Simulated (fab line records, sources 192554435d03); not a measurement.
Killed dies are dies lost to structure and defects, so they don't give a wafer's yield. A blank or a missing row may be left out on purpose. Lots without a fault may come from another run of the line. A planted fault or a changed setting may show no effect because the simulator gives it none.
Chamber matching | flow n5_finfet | N5_MOL_CONTACT_COAG_ETCH_66 on rie_diel-03: 4 sister chambers
The step etches SiARC in CF4, target depth 13 nm, time 21.7 s. 8 wafers are shown with their chamber, then 11 later ones without.

WAFERS WITH THEIR CHAMBER
wafer  | chamber | throttle_valve_pct (%) | showerhead_plenum_p_Torr (Torr)
L080.6 | 1       | 15.19                  | 2.05
L087.1 | 2       | 15.28                  | 2.26
L087.2 | 1       | 15.21                  | 2.05
L087.3 | 0       | 15.91                  | 2.20
L087.4 | 3       | 15.94                  | 2.13
L087.5 | 2       | 15.27                  | 2.26
L087.6 | 3       | 15.94                  | 2.13
L090.1 | 0       | 15.91                  | 2.19

WAFERS WITHOUT THEIR CHAMBER
wafer  | throttle_valve_pct (%) | showerhead_plenum_p_Torr (Torr)
L090.2 | 15.24                  | 2.05
L090.3 | 15.28                  | 2.26
L090.4 | 15.94                  | 2.13
L090.5 | 15.93                  | 2.20
L090.6 | 15.24                  | 2.05
L092.1 | 15.25                  | 2.05
L092.2 | 15.93                  | 2.19
L092.3 | 15.30                  | 2.26
L093.3 | 15.93                  | 2.19
L093.4 | 15.96                  | 2.13
L093.6 | 15.23                  | 2.05

WHICH CHAMBER EACH WENT THROUGH
wafer  | from the rows above | in truth
L090.2 | 1                   | 1
L090.3 | 2                   | 2
L090.4 | 3                   | 3
L090.5 | 0                   | 0
L090.6 | 1                   | 1
L092.1 | 1                   | 1
L092.2 | 0                   | 0
L092.3 | 2                   | 2
L093.3 | 0                   | 0
L093.4 | 3                   | 3
L093.6 | 1                   | 1
Placed correctly: 11 of 11. Can't be placed from these rows: 0. Placed wrongly: 0.
How it was worked out, from the rows above alone: a wafer's distance from a chamber is the root of the sum, over the readings, of the square of ((its reading less the chamber's mean) divided by the reading's scatter). The wafer belongs to the nearest chamber; if the next one is less than 2 further off, it can't be placed. A chamber's mean is the mean of its shown wafers. The scatter: the root of (the sum of the squares of (reading less its chamber's mean) over the shown wafers, divided by (wafers less chambers)).
